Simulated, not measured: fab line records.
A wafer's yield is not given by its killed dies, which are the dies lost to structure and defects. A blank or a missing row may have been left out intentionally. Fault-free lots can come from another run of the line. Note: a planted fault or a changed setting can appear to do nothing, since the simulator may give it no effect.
Matching of chambers / flow n5_finfet / N5_SD_EPI_N_ETCH_34 on rie_diel-04: 4 sister chambers
The step etches SiARC in CF4, target depth 45.5 nm, time 75.8 s. 8 wafers are shown with their chamber, then 9 later ones without.

== WAFERS PAIRED WITH THEIR CHAMBERS ==
wafer=L085.2; chamber=0; showerhead_plenum_p_Torr (Torr)=2.14; drypump_motor_current_A (A)=6.1
wafer=L085.6; chamber=0; showerhead_plenum_p_Torr (Torr)=2.14; drypump_motor_current_A (A)=6.1
wafer=L090.5; chamber=3; showerhead_plenum_p_Torr (Torr)=2.21; drypump_motor_current_A (A)=5.9
wafer=L091.2; chamber=3; showerhead_plenum_p_Torr (Torr)=2.21; drypump_motor_current_A (A)=5.9
wafer=L091.3; chamber=2; showerhead_plenum_p_Torr (Torr)=2.12; drypump_motor_current_A (A)=6.0
wafer=L092.1; chamber=2; showerhead_plenum_p_Torr (Torr)=2.11; drypump_motor_current_A (A)=6.1
wafer=L092.2; chamber=1; showerhead_plenum_p_Torr (Torr)=2.17; drypump_motor_current_A (A)=6.0
wafer=L092.5; chamber=1; showerhead_plenum_p_Torr (Torr)=2.17; drypump_motor_current_A (A)=6.0

== WAFERS WHOSE CHAMBER IS MISSING ==
wafer=L093.2; showerhead_plenum_p_Torr (Torr)=2.11; drypump_motor_current_A (A)=6.1
wafer=L093.4; showerhead_plenum_p_Torr (Torr)=2.13; drypump_motor_current_A (A)=6.0
wafer=L093.6; showerhead_plenum_p_Torr (Torr)=2.11; drypump_motor_current_A (A)=6.1
wafer=L094.2; showerhead_plenum_p_Torr (Torr)=2.11; drypump_motor_current_A (A)=6.1
wafer=L094.5; showerhead_plenum_p_Torr (Torr)=2.11; drypump_motor_current_A (A)=6.0
wafer=L094.6; showerhead_plenum_p_Torr (Torr)=2.17; drypump_motor_current_A (A)=6.0
wafer=L097.1; showerhead_plenum_p_Torr (Torr)=2.13; drypump_motor_current_A (A)=6.1
wafer=L097.4; showerhead_plenum_p_Torr (Torr)=2.20; drypump_motor_current_A (A)=5.9
wafer=L097.5; showerhead_plenum_p_Torr (Torr)=2.20; drypump_motor_current_A (A)=5.9

== CHAMBER TAKEN BY EACH ==
wafer=L093.2; from the rows above=2; in truth=2
wafer=L093.4; from the rows above=can't be placed: 0 or 2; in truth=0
wafer=L093.6; from the rows above=2; in truth=2
wafer=L094.2; from the rows above=2; in truth=2
wafer=L094.5; from the rows above=2; in truth=2
wafer=L094.6; from the rows above=1; in truth=1
wafer=L097.1; from the rows above=can't be placed: 0 or 2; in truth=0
wafer=L097.4; from the rows above=3; in truth=3
wafer=L097.5; from the rows above=3; in truth=3
7 of 9 placed correctly. Can't be placed from these rows: 2 (the true chamber is among the candidates in 2). 0 placed wrongly.
How it was worked out, from the rows above alone: a wafer's distance from a chamber is the root of the sum, over the readings, of the square of ((its reading less the chamber's mean) divided by the reading's scatter). If the next closest chamber is less than 2 further off than the closest, the wafer can't be placed; otherwise it belongs to the closest. Each chamber's mean is taken over the wafers shown for it. The scatter: take each reading less its chamber's mean, square it, sum over the shown wafers, divide by the number of wafers less the number of chambers, and take the root.
